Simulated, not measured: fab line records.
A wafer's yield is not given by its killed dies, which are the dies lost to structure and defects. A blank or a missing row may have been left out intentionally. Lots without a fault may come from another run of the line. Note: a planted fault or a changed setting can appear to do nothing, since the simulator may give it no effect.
Matching of chambers ; flow nand harc ; NHARC_P_M1_DEP_33 on pecvd-02: 3 sister chambers
The step deposits SiCN, target thk 30 nm. 14 wafers are shown with their chamber, then 7 later ones without.

== WAFERS PAIRED WITH THEIR CHAMBERS ==
wafer;chamber;heater power w (W)
L078.2;0;622
L078.3;1;629
L078.4;1;627
L081.2;0;599
L081.5;1;518
L081.6;2;591
L082.1;0;562
L082.2;2;675
L082.6;1;636
L083.1;2;713
L083.2;0;545
L083.6;0;535
L084.1;2;663
L084.3;1;529

SIGNATURES (averages over the wafers above)
reading;chamber 0;chamber 1;chamber 2;scatter within a chamber
heater power w;572.60;587.80;660.50;49.6
Rule: a wafer's distance from a chamber is the root of the sum, over the readings, of the square of ((its reading less the chamber's mean) divided by the reading's scatter). If the next closest chamber is less than 2 further off than the closest, the wafer can't be placed; otherwise it belongs to the closest. How the scatter is found: for the shown wafers, subtract from each reading the mean of its chamber, square and add these, divide the total by (wafers less chambers), then take the root.

== WAFERS MISSING THEIR CHAMBER ==
wafer;heater power w (W)
L084.6;509
L089.2;636
L089.3;645
L089.4;587
L091.2;604
L091.4;653
L091.5;611

== WHICH CHAMBER EACH ONE RAN IN ==
wafer;from the rows above;in truth
L084.6;can't be placed: 0 or 1 or 2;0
L089.2;can't be placed: 2 or 1 or 0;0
L089.3;can't be placed: 2 or 1 or 0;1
L089.4;can't be placed: 1 or 0 or 2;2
L091.2;can't be placed: 1 or 0 or 2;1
L091.4;can't be placed: 2 or 1 or 0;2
L091.5;can't be placed: 1 or 0 or 2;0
Correct placement for 0 of the 7. Cannot be placed on the basis of these rows: 7; the candidates contain the true chamber in 7. Wrongly placed: 0.
